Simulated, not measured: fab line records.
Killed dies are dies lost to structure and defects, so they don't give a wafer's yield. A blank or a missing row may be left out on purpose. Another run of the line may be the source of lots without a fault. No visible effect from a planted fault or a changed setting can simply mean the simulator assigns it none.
fab line records | flow n5_finfet
[record] lots = 4 | wafers = 12 | last_day = 19
route steps=1938 shown SDB@361 DUMMY_REMOVAL@377 HKMG_FIN@385 GATE_CUT@469 BEOL_M4@1111 PASSIVATION@1936
lots that met no fault: from a run of the same line without faults
start_h: hours from the record's first day to the start of the lot's first wafer shown | wait_h: how many hours have passed since the lot's step before this one | " repeats the value in the row above | L1.1+2: one row covering several wafers at once | - no value present, or no start provided | * or withheld: withheld | < > ~ a bound
route shown NAME@n: a module of which the file shows steps, and the number in the route of the first | usual: mean and standard deviation over wafers with no fault | same: alike in all rows | chamber/n: place in a boat | sites: each site's reading | _std_site: the values' standard deviation | _edge_site: the outer-site mean with the inner-site mean subtracted | radius_mm: for every site, how far away it sits from the centre of the wafer | mask NAME#n: copy n | behind: the tool/chamber that last shaped the wafer | hold: reason for holding the lot/hours on hold/outcome of the hold | device: the transistor (n, p or np) that didn't switch | end of line: the same wafers' tests at the end of the route | where a step has no rows: the recipe by itself | killed: the dies lost at the first sort to structure and to defects; this is not the yield of the wafer | map: per-die view of a wafer (x killed, . not killed, _ where there is no die)
set.NAME: the setting the step ran with; set.NAME@STEP: the setting that earlier step ran with | model.NAME: the simulator's own value behind a step, which no gauge read
lots at some steps of the route; a table a step, a row a wafer
services: from which hour (start_h, from the record's first day; less than 0 if before it) a tool's chamber was out of use, for how many hours, and why
[[steps]]
[step N5_SDB_ETCH_18]
[recipe] chemistry = N2/H2 | target = SOC | target_depth_a = 1000 | overetch_a = 200 | mask_material = SiARC | temp_c = 40 | time_s = 150 | ion_energy_ev = 200 | pressure_mtorr = 30 | source_w = 840 | bias_w = 150 | n2_flow_sccm = 200 | h2_flow_sccm = 200
[step N5_SDB_STRIP_19]
[recipe] chemistry = N2/H2 | temp_c = 40 | n2_flow_sccm = 200 | h2_flow_sccm = 200 | rf_frequency_hz = 6e+07
[step N5_SDB_STRIP_21]
[recipe] chemistry = CF4 | resist = SiARC | power_w = 300 | bias_power_w = 75 | pressure_mtorr = 50 | cf4_flow_sccm = 150 | rf_frequency_hz = 6e+07
[step N5_SDB_HM_OPEN_20]
[recipe] chemistry = CH3F/O2 | target = SiNx | mask_material = SOC | target_depth_a = 240 | stop_on = poly-Si | over_etch_frac = 0.4 | ion_energy_ev = 120 | pressure_mtorr = 30 | source_w = 395 | bias_w = 73 | Ar_flow_sccm = 150 | CH3F_flow_sccm = 30 | O2_flow_sccm = 20
[step N5_SDB_STRIP_22]
[recipe] chemistry = N2/H2 | power_w = 1000 | temp_c = 250 | h2_frac = 0.65 | overash_fraction = 0.3 | pressure_mtorr = withheld | n2_flow_sccm = 1750 | h2_flow_sccm = 3250
[step N5_SDB_PRECLEAN_23]
[recipe] chemistry = dHF | time_s = 30 | temp_c = 25 | dilution = withheld
[step N5_SDB_DUMMY_REMOVE_24]
[recipe] chemistry = TMAH | temp_c = 70 | target = poly-Si | stop_on = SiO2 | target_depth_nm = 142 | conc_wt_pct = 5 | time_s = 57 | dry = ipa_marangoni | rinse_time_s = 30 | rinse_temp_c = 23
[step N5_SDB_ETCH_25]
[recipe] chemistry = C4F6/O2 | target = SiO2 | target_depth_a = 100 | time_s = 3.3 | ion_energy_ev = 250 | mask_material = SiNx | pressure_mtorr = 30 | source_w = 345 | bias_w = 185 | Ar_flow_sccm = 300 | C4F6_flow_sccm = 10 | O2_flow_sccm = 10
[step N5_SDB_CUT_ETCH_26]
[recipe] chemistry = HBr/Cl2/O2 | target = Si | target_depth_a = 1296 | bt_time_s = 20 | mask_material = SiNx | time_s = 51.8 | ion_energy_ev = * | bias_w = * | pressure_mtorr = 10 | icp_w = 800 | HBr_flow_sccm = 150 | Cl2_flow_sccm = 80 | O2_flow_sccm = 12
[step N5_SDB_PRECLEAN_38]
[recipe] chemistry = dHF | time_s = 10 | dilution = 750:1 | temp_c = 25
[step N5_SDB_PRECLEAN_39]
[recipe] chemistry = O3/DIW | time_s = 45 | temp_c = 22 | o3_ppm = 10
[step N5_SDB_SRD_28]
[recipe] dry = ipa_marangoni | time_s = 30 | temp_c = 23 | rinse_liquid = diw
[step N5_SDB_ALD_29]
[recipe] material = SiNx | target_thk_a = 300 | temp_c = 400 | ald_precursor_family = SiH2I2 | ald_co_reactant = N2/H2-plasma | pulse_time_s = 1 | ald_cycles = 600 | purge_time_s = 2 | co_reactant_purge_time_s = 2 | pressure_torr = 2
[usual] ald_cycles = 600/0 | heater_power_w = 842/78 | precursor_pulse_height_rel = 0.999/0.024
lot.wafer | tool       | chamber | start_h | wait_h | ald_cycles | heater_power_w | precursor_pulse_height_rel | model.SiNx_of_SDB_ALD_29.thk_nm
L519.1    | ald_sin-02 | 1       | 110.29  | 0.0    | 600        | 869            | 0.996                      | 30
L519.2    | "          | 3       | "       | "      | 600        | 946            | 0.991                      | 30
L519.3    | "          | 2       | "       | "      | 600        | 803            | 0.975                      | 30
L532.3    | ald_sin-02 | 0       | 190.86  | 0.0    | 498        | 916            | 0.985                      | 25
L532.5    | "          | 1       | 192.21  | 1.4    | 600        | 882            | 0.995                      | 30
L532.6    | "          | 2       | "       | "      | 600        | 788            | 0.993                      | 30
L533.1    | ald_sin-02 | 1       | 196.88  | 0.0    | 600        | 888            | 0.991                      | 30.4
L533.2    | "          | 0       | "       | "      | 498        | 903            | 0.971                      | 25
L533.5    | "          | 0       | 198.23  | 1.4    | 498        | 927            | 1.018                      | 25.2
L534.1    | ald_sin-04 | 1       | 208.00  | 0.0    | 600        | 764            | 1.038                      | 30
L534.3    | "          | 2       | "       | "      | 600        | 709            | 0.947                      | 30
L534.5    | "          | 1       | 209.35  | 1.4    | 600        | 742            | 1.019                      | 30
[step N5_SDB_CMP_30]
[recipe] stop_on = poly-Si | t_overpolish_s = 1.54 | post_cmp_clean = alkaline_brush | down_force_psi = 4.1491 | platen_rpm = 51.796 | pad_velocity_m_s = 1.0306 | target_thk_nm = 30
[step N5_DUMMY_REMOVAL_HM_STRIP_01]
[recipe] chemistry = CH3F/O2 | material = SiNx | target_depth_a = 40 | stop_on = poly-Si | time_s = 6.8 | over_etch_frac = 0.3 | ion_energy_ev = 60 | power_w = 410 | bias_w = 29 | Ar_flow_sccm = 150 | CH3F_flow_sccm = 30 | O2_flow_sccm = 20
[step N5_DUMMY_REMOVAL_STRIP_10]
[recipe] chemistry = N2/H2 | time_s = 40 | power_w = 100 | temp_c = 40 | pressure_mtorr = 100 | rf_frequency_hz = 6e+07 | bias_power_w = 3 | n2_flow_sccm = 300 | h2_flow_sccm = 300
[step N5_DUMMY_REMOVAL_PRECLEAN_07]
[recipe] chemistry = dHF | time_s = 30 | temp_c = 25 | dilution = withheld
[step N5_DUMMY_REMOVAL_DUMMY_REMOVE_02]
[recipe] chemistry = TMAH | temp_c = 70 | target = poly-Si | stop_on = SiO2 | target_depth_nm = 142 | conc_wt_pct = 5 | time_s = 57 | dry = ipa_marangoni | rinse_time_s = 30 | rinse_temp_c = 23
[step N5_DUMMY_REMOVAL_PRECLEAN_08]
[recipe] chemistry = NF3:NH3 | afs_cycles = 2 | temp_c = 30 | time_s = 20 | sublimation_temp_c = 180 | sublimation_time_s = 60 | pressure_torr = 3 | rf_power_w = 30
[step N5_DUMMY_REMOVAL_PRECLEAN_04]
[recipe] chemistry = DHF | time_s = 37 | temp_c = 25 | dilution = 500:1
[step N5_DUMMY_REMOVAL_SRD_05]
[recipe] dry = ipa_marangoni | do_ppb = 5 | time_s = 30 | temp_c = 23 | rinse_liquid = diw
[step N5_HKMG_FIN_IL_REGROW_00]
[recipe] material = SiO2 | target_thk_a = 7.5 | chemistry = O3 | temp_c = withheld | time_s = 30
[step N5_HKMG_FIN_HK_ALD_01]
[recipe] material = HfO2 | target_thk_a = 16 | temp_c = withheld | ald_precursor_family = HfCl4 | ald_co_reactant = H2O | pulse_time_s = 3 | purge_time_s = 3 | co_reactant_purge_time_s = 2.5 | co_reactant_pulse_time_s = 0.3 | ald_cycles = 30
[step N5_HKMG_FIN_HK_ANNEAL_02]
[recipe] temp_c = 700 | time_s = 30 | ambient = N2 | idle_temp_c = 600 | ramp_up_c_per_s = 150 | ramp_down_c_per_s = 60 | cool_to_c = 600
[step N5_HKMG_FIN_ALD_74]
[recipe] material = La2O3 | target_thk_a = 5 | temp_c = 250 | ald_precursor_family = La-Cp | ald_co_reactant = O3 | pulse_time_s = 6 | co_reactant_pulse_time_s = 1 | purge_time_s = 3 | co_reactant_purge_time_s = 3
[step N5_HKMG_FIN_ALD_75]
[recipe] material = Al2O3 | target_thk_a = 10 | temp_c = 150 | ald_precursor_family = TMA | ald_co_reactant = H2O | pulse_time_s = withheld | co_reactant_pulse_time_s = 1
[step N5_HKMG_FIN_COAT_41]
[recipe] resist = SOC | temp_c = 250 | time_s = 60 | spin_rpm = 1500 | resist_thk_nm = 300
[step N5_HKMG_FIN_COAT_42]
[recipe] resist = SiARC | temp_c = 220 | time_s = 60 | spin_rpm = 1500 | resist_thk_nm = 35
[step N5_HKMG_FIN_COAT_43]
[recipe] resist = CAR-ArF | spin_rpm = 1500 | resist_thk_nm = 90
[step N5_HKMG_FIN_EBR_45]
[recipe] solvent = PGMEA | ebr_width_mm = 1.5
[step N5_HKMG_FIN_SOFTBAKE_44]
[recipe] temp_c = 110 | time_s = 60 | resist = CAR-ArF
[step N5_HKMG_FIN_EXPOSE_46]
[recipe] mask_id = NDIPOLE | na = 1.35 | source_shape = conventional | sigma_outer = 0.8 | polarization = unpolarized | dose_mj = 40
[step N5_HKMG_FIN_PEB_47]
[recipe] peb_temp_c = withheld | peb_time_s = 60 | resist = CAR-ArF
[step N5_HKMG_FIN_DEVELOP_48]
[recipe] develop_time_s = 30 | developer = TMAH | resist = CAR-ArF | rinse_liquid = diw | dry = air_spin | dev_temp_c = 23
[step N5_HKMG_FIN_DESCUM_53]
[recipe] chemistry = O2 | time_s = 7.9 | source_power_w = 50 | bias_power_w = 20 | pressure_mtorr = 20 | rf_frequency_hz = 2.712e+07 | temp_c = 40 | resist = CAR-ArF | o2_flow_sccm = 225
[step N5_HKMG_FIN_ETCH_54]
[recipe] chemistry = CF4 | target = SiARC | target_depth_a = 455 | mask_material = CAR-ArF | time_s = 75.8 | ion_energy_ev = 80 | pressure_mtorr = 40 | source_w = 545 | bias_w = 36 | Ar_flow_sccm = 100 | cf4_flow_sccm = 100 | ends = cleared
[step N5_GATE_CUT_ETCH_58]
[recipe] chemistry = CH3F/O2 | target = SiNx | target_depth_a = 170 | time_s = 128.6 | ion_energy_ev = 50 | pressure_mtorr = 30 | source_w = 415 | bias_w = 21 | Ar_flow_sccm = 150 | CH3F_flow_sccm = 30 | O2_flow_sccm = 20
[usual] CH3F_flow_sccm = 30.00/0.088 | drypump_motor_current_A = 5.8/0.37 | oes_product_au = 0.77/0.094 | rf_vpp_V = 99.1/1 | showerhead_plenum_p_Torr = 2.02/0.091 | throttle_valve_pct = 16.35/0.18
lot.wafer | tool        | chamber | start_h | wait_h | CH3F_flow_sccm | drypump_motor_current_A | oes_product_au | rf_hours_counter_h | rf_vpp_V | showerhead_plenum_p_Torr | throttle_valve_pct | model.SiNx_of_SDB_ALD_29.thk_nm
L519.1    | rie_diel-04 | 2       | 124.83  | 0.0    | 29.97          | 6.0                     | 0.71           | 204                | 99.3     | 2.07                     | 16.25              | 24.4
L519.2    | "           | 0       | "       | "      | 29.90          | 5.1                     | 0.86           | 39                 | 99.7     | 1.95                     | 16.30              | 24.6
L519.3    | "           | 3       | "       | "      | 30.20          | 6.4                     | 0.80           | 102                | 98.8     | 1.85                     | 16.12              | 24.4
L532.3    | rie_diel-01 | 0       | 204.34  | 0.1    | 29.93          | 6.1                     | 0.73           | 181                | 100.1    | 2.08                     | 16.43              | 20.4
L532.5    | "           | 1       | "       | "      | 30.07          | 5.8                     | 0.92           | -                  | 98.5     | 2.13                     | 16.33              | 24.6
L532.6    | "           | 3       | "       | "      | 30.00          | 5.4                     | 0.73           | -                  | 98.0     | 2.06                     | 16.54              | 24.6
L533.1    | rie_diel-01 | 0       | 210.31  | 0.1    | 29.92          | 6.1                     | 0.73           | 183                | 100.5    | 2.08                     | 16.43              | 24.8
L533.2    | "           | 1       | "       | "      | 30.04          | 5.8                     | 0.92           | 24                 | 98.1     | 2.13                     | 16.33              | 20.6
L533.5    | "           | 1       | "       | "      | 29.98          | 5.8                     | 0.92           | -                  | 100.6    | 2.13                     | 16.33              | 20.6
L534.1    | rie_diel-04 | 0       | 220.94  | 0.0    | 29.92          | 5.1                     | 0.82           | 70                 | 99.2     | 1.94                     | 16.36              | 24.6
L534.3    | "           | 2       | "       | "      | 29.79          | 5.9                     | 0.68           | 234                | 100.5    | 2.06                     | 16.31              | 24.6
L534.5    | "           | 1       | "       | "      | 30.04          | 5.5                     | 0.76           | -                  | 98.6     | 2.01                     | 16.28              | 24.4
[step N5_BEOL_M4_RC_MEAS_101]
[usual] DIBL_N = 35.9/1.2 | DIBL_P = 35.9/1.4 | IOFF_N = 0.149/0.02 | IOFF_P = 0.205/0.022 | ION_N = 671/8.8 | ION_P = 461/5.9 | SS_N = 71.4/0.51 | SS_P = 73.2/0.56 | VT_N = 250.6/2.5 | VT_P = -250.1/2.3
lot.wafer | tool      | chamber | start_h | wait_h | DIBL_N[mV/V] | DIBL_P[mV/V] | IOFF_N[nA/um] | IOFF_P[nA/um] | ION_N[uA/um] | ION_P[uA/um] | SS_N[mV/dec] | SS_P[mV/dec] | VT_N[mV] | VT_P[mV]
L519.1    | prober-01 | 0       | 252.78  | 0.0    | 34.8         | 34.0         | 0.127         | 0.188         | 665          | 458          | 70.6         | 72.8         | 253.1    | -249.5
L519.2    | "         | 0       | "       | "      | 36.9         | 36.2         | 0.155         | 0.208         | 662          | 456          | 71.2         | 73.1         | 250.3    | -250.4
L519.3    | "         | 0       | "       | "      | 35.2         | 34.4         | 0.138         | 0.192         | 668          | 463          | 70.4         | 72.8         | 250.2    | -248.2
L534.1    | prober-01 | 0       | 323.55  | 0.0    | 36.0         | 35.9         | 0.149         | 0.191         | 681          | 461          | 71.5         | 72.7         | 250.7    | -251.3
L534.3    | "         | 0       | "       | "      | 33.8         | 33.3         | 0.113         | 0.160         | 656          | 451          | 71.0         | 72.1         | 252.8    | -254.4
L534.5    | "         | 0       | "       | "      | 35.4         | 35.5         | 0.137         | 0.192         | 665          | 457          | 71.2         | 72.9         | 251.9    | -251.6
L532.3    | prober-02 | 0       | 330.95  | 0.3    | 38.5         | 38.4         | 0.196         | 0.252         | 682          | 464          | 72.2         | 74.3         | 245.5    | -247.5
L532.5    | "         | 0       | "       | "      | 37.3         | 37.1         | 0.175         | 0.231         | 689          | 475          | 71.8         | 73.5         | 244.6    | -248.9
L532.6    | "         | 0       | "       | "      | 36.9         | 36.3         | 0.155         | 0.206         | 675          | 459          | 71.9         | 73.7         | 251.0    | -249.2
L533.1    | prober-02 | 0       | 339.80  | 0.0    | 35.9         | 36.2         | 0.144         | 0.202         | 662          | 455          | 71.2         | 73.5         | 249.8    | -251.7
L533.2    | "         | 0       | "       | "      | 37.9         | 38.2         | 0.180         | 0.243         | 675          | 462          | 71.9         | 73.9         | 247.1    | -248.7
L533.5    | "         | 0       | "       | "      | 36.8         | 37.1         | 0.156         | 0.225         | 685          | 473          | 71.1         | 73.7         | 249.2    | -247.3
[step N5_PASSIVATION_PROBE_49]
[usual] defect_limited_yield = 91.1/1.4 | killed_at_M0_to_M3 = 34/10 | killed_at_M4_up = 14/5.5 | killed_at_contacts = 12/5.1 | killed_at_front_end = 41/12 | killed_at_other = 4/3.1 | killed_dies = 105/17 | killed_open = 70/13 | killed_short = 33/7.6 | sort_bin_5_function = 5.3/0.98 | sort_bin_6_memory = 3.3/0.67 | sort_n_pass = 1075/17 | sort_yield_pct = 91.1/1.4
[same] gross_dies = 1180 | killed_at_back_side = 0 | sort_bin_4_leakage[%] = 0 | sort_bin_8_speed[%] = 0
lot.wafer | tool      | chamber | start_h | wait_h | defect_limited_yield[%] | killed_at_M0_to_M3 | killed_at_M4_up | killed_at_contacts | killed_at_front_end | killed_at_other | killed_dies | killed_open | killed_short | sort_bin_5_function[%] | sort_bin_6_memory[%] | sort_n_pass | sort_yield_pct[%]
L519.1    | prober-01 | -       | 352.95  | 0.0    | 92.0                    | 24                 | 11              | 10                 | 46                  | 3               | 94          | 65          | 29           | 4.5                    | 3.4                  | 1086        | 92.0
L519.2    | prober-01 | -       | 353.00  | 0.1    | 88.7                    | 30                 | 20              | 15                 | 60                  | 8               | 133         | 91          | 42           | 7.0                    | 4.0                  | 1047        | 88.7
L519.3    | prober-01 | -       | 353.05  | 0.1    | 88.4                    | 32                 | 22              | 11                 | 70                  | 2               | 137         | 97          | 40           | 7.2                    | 4.2                  | 1043        | 88.4
L533.1    | prober-01 | -       | 451.56  | 0.0    | 93.1                    | 33                 | 11              | 7                  | 27                  | 4               | 82          | 53          | 28           | 4.4                    | 2.4                  | 1098        | 93.1
L533.2    | prober-01 | -       | 451.61  | 0.1    | 93.0                    | 33                 | 8               | 9                  | 27                  | 6               | 83          | 52          | 27           | 3.8                    | 3.1                  | 1097        | 93.0
L533.5    | prober-01 | -       | 451.76  | 0.2    | 91.7                    | 32                 | 11              | 11                 | 39                  | 5               | 98          | 62          | 34           | 5.2                    | 2.9                  | 1082        | 91.7
// killed by level:class
L519.1 FIN_SAQP:geometric_particle:short=10 MOL_CONTACT_COAG:geometric_particle:open=9 BEOL_M4:geometric_particle:open=8 FIN_SAQP:geometric_particle:open=7 BEOL_M2:geometric_particle:open=7 STI_FIN_REVEAL:geometric_particle:open=5 ILD0:geometric_particle:open=4 BEOL_M0_SAQP:geometric_particle:open=4
L519.2 STI_FIN_REVEAL:geometric_particle:open=21 BEOL_M4:geometric_particle:open=13 MOL_CONTACT_COAG:geometric_particle:open=12 FIN_SAQP:geometric_particle:open=8 BEOL_M0_SAQP:geometric_particle:open=7 BEOL_M0_SAQP:geometric_particle:short=7 FIN_SAQP:geometric_particle:short=6 BEOL_M2:geometric_particle:open=6
L519.3 STI_FIN_REVEAL:geometric_particle:open=21 GATE_CUT:geometric_particle:short=11 MOL_CONTACT_COAG:geometric_particle:open=9 BEOL_M4:geometric_particle:open=8 BEOL_M0:geometric_particle:open=7 BEOL_M1:geometric_particle:open=7 BEOL_M2:geometric_particle:open=6 STARTING-WAFER:geometric_particle:open=6
L533.1 BEOL_M0_SAQP:geometric_particle:short=8 FIN_SAQP:geometric_particle:short=7 FIN_SAQP:geometric_particle:open=7 MOL_CONTACT_COAG:geometric_particle:open=7 BEOL_M4:geometric_particle:open=5 BEOL_M0_SAQP:geometric_particle:open=5 BEOL_M1:geometric_particle:open=5 BEOL_M3:geometric_particle:open=5
L533.2 BEOL_M3:geometric_particle:open=14 MOL_CONTACT_COAG:geometric_particle:open=6 BEOL_M0_SAQP:geometric_particle:open=6 SPACER0:geometric_particle:short=5 BEOL_M1:geometric_particle:open=4 FIN_SAQP:geometric_particle:short=3 DUMMY_GATE:geometric_particle:short=3 SPACER0:geometric_particle:open=3
L533.5 STI_FIN_REVEAL:geometric_particle:open=15 BEOL_M3:geometric_particle:open=13 MOL_CONTACT_COAG:geometric_particle:open=7 BEOL_M0_SAQP:geometric_particle:short=6 STI_FIN_REVEAL:geometric_particle:short=4 GATE_CUT:geometric_particle:short=4 MOL_CONTACT_COAG:geometric_particle:short=4 BEOL_M1:geometric_particle:open=4
[[services]]
tool        | chamber | start_h | hours | kind
rie_diel-01 | 1       | 107.39  | -     | clean
rie_diel-01 | 1       | 107.39  | -     | consumable_replace:focus_ring
rie_diel-01 | 1       | 107.39  | -     | consumable_replace:showerhead
rie_diel-01 | 1       | 107.39  | 22.1  | scheduled_down
rie_diel-01 | 1       | 107.39  | 22.1  | vent_cycle
ald_sin-04  | -       | 136.70  | 1.3   | repair
ald_sin-02  | 3       | 140.63  | 5.9   | repair
ald_sin-04  | -       | 174.53  | 2.8   | pm
rie_diel-01 | 2       | 178.02  | 2.6   | repair
rie_diel-04 | 1       | 187.68  | 4.9   | repair
ald_sin-04  | 0       | 191.28  | -     | clean
ald_sin-04  | 1       | 191.28  | -     | clean
ald_sin-04  | 2       | 191.28  | -     | clean
ald_sin-04  | 3       | 191.28  | -     | clean
rie_diel-01 | 2       | 195.10  | 8.9   | repair
ald_sin-02  | -       | 208.55  | 2.8   | pm
[[key]]
[first_sign] step = N5_SDB_ALD_29 | reading = ald_cycles | direction = down | sigmas = 99+ | usual = * | struck = *
effect none on later readings
[model_effect] step = N5_SDB_ALD_29 | value = SiNx_of_SDB_ALD_29.thk_nm | without = 30.13 | struck = 25.07
[model_effect] step = N5_GATE_CUT_ETCH_58 | value = SiNx_of_SDB_ALD_29.thk_nm | without = 24.67 | struck = 20.53
met_at N5_SDB_ALD_29
struck_wafers L532.3,L533.2,L533.5
[fault] kind = process_parameter_drift | tool = ald_sin-02 | chamber = 0 | onset_h = 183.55 | steps = N5_SDB_ALD_29 | channel = ald_cycles | offset = * | shape = step | end_h = 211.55 | acts_in = * | stated = *
